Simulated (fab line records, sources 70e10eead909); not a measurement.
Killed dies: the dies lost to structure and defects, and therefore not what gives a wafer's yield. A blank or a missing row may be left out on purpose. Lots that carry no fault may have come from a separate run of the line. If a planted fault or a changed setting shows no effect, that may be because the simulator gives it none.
A lot that was struck, set against a sound lot -- flow nand_harc -- 14 steps out of a route of 1159
Sound: these wafers, L265.1, L265.3, L265.5. Struck: wafer L263.5 (left out: L263.3, a lot-mate that was not struck); the cause follows at the end.
At each step with rows: each side's tool, then ch and its chambers, then its first start. Under that, the readings that differ: sound wafers -- struck wafers -- difference of the means -- sigmas: that difference in standard deviations of wafers without a fault.
alike: readings whose means differ by less than 2 such deviations, and words and numbers that are the same on both sides. not compared: withheld readings, readings that some wafer has no value for, bounds like >300 that may hide the same value, and numbers for which the record gives no deviation and whose values overlap.
The two part at a step that has a row with sigmas, a row that says differs or no value, or rows on one side only. When numbers do not overlap yet have no deviation, they are printed without sigmas and do not part them. A reading missing from all wafers of one side parts the sides only when that side holds two or more wafers.

first, 1 step without rows for these wafers: NHARC_A_STAIRCASE_DESCUM_186 (chemistry O2, time 3 s).
NHARC_A_STAIRCASE_TRIM_187: chemistry O2, time 211.2 s.
  sound on rie_diel-11 ch 0,2, day 12 23:09; struck on rie_diel-13 ch 1, day 13 04:43
  alike: drypump_motor_current_A, mfc_ar_sccm, oes_product_au, rf_vpp_V, showerhead_plenum_p_Torr, throttle_valve_pct
  not compared: rf_hours_counter_h
NHARC_A_STAIRCASE_ETCH_188: etches the open film in C4F8/O2, target depth 100 nm, time 40.5 s.
  sound on rie_diel-11 ch 2,3; struck on rie_diel-13 ch 3
reading,sound,struck,difference,sigmas
rf_vpp_V (V),893 896 893,905,+11,+2
  alike: oes_product_au
  not compared: rf_hours_counter_h
then, 1 step without rows for these wafers: NHARC_A_STAIRCASE_TRIM_189 (chemistry O2, time 211.2 s).
NHARC_A_STAIRCASE_ETCH_190: etches the open film in C4F8/O2, target depth 100 nm, time 40.5 s.
  sound on rie_diel-11 ch 1,2,3; struck on rie_diel-13 ch 0
  alike: oes_product_au, rf_vpp_V
  not compared: rf_hours_counter_h
NHARC_A_STAIRCASE_TRIM_191: chemistry O2, time 211.2 s.
  sound on rie_diel-11 ch 0,1; struck on rie_diel-13 ch 2
  alike: drypump_motor_current_A, mfc_ar_sccm, oes_product_au, rf_vpp_V, showerhead_plenum_p_Torr, throttle_valve_pct
  not compared: rf_hours_counter_h
then, 2 steps without rows for these wafers: NHARC_A_STAIRCASE_ETCH_192 (etches the open film in C4F8/O2, target depth 100 nm, time 40.5 s); NHARC_A_STAIRCASE_TRIM_193 (chemistry O2, time 211.2 s).
NHARC_A_STAIRCASE_ETCH_194: etches the open film in C4F8/O2, target depth 100 nm, time 40.5 s.
  sound on rie_diel-11 ch 0,3; struck on rie_diel-13 ch 2
  alike: oes_product_au, rf_vpp_V
  not compared: rf_hours_counter_h
then, 2 steps without rows for these wafers: NHARC_A_STAIRCASE_TRIM_196 (chemistry O2, time 211.2 s); NHARC_A_STAIRCASE_ETCH_197 (etches the open film in C4F8/O2, target depth 100 nm, time 40.5 s).
NHARC_A_STAIRCASE_TRIM_198: chemistry O2, time 211.2 s.
  sound on rie_diel-11 ch 0,1, day 13 00:31; struck on rie_diel-09 ch 3, day 13 06:31
reading,sound,struck,difference,sigmas
mfc_ar_sccm (sccm),0 0 0,0.029,+0.029,+3
oes_product_au (a.u.),1.016 1.009 1.013,1.206,+0.193,+22
  alike: drypump_motor_current_A, rf_vpp_V, showerhead_plenum_p_Torr, throttle_valve_pct
  not compared: rf_hours_counter_h
then, 1 step without rows for these wafers: NHARC_A_STAIRCASE_ETCH_199 (etches the open film in C4F8/O2, target depth 100 nm, time 40.5 s).
-- break in the record here, with 12 days between the starts of the struck wafers on either side (left off in module A_STAIRCASE, picked up again in module END, where the first step shown is number 1159 on the route) --
NHARC_END_SORT_01:
  here the record holds rows for the struck wafers (prober-02 ch 0, day 24 23:33) but none for the sound ones

WHERE THEY PART
Earliest at NHARC_A_STAIRCASE_ETCH_188; latest, in this record, at NHARC_END_SORT_01.

WHY: what had been put in by the simulator
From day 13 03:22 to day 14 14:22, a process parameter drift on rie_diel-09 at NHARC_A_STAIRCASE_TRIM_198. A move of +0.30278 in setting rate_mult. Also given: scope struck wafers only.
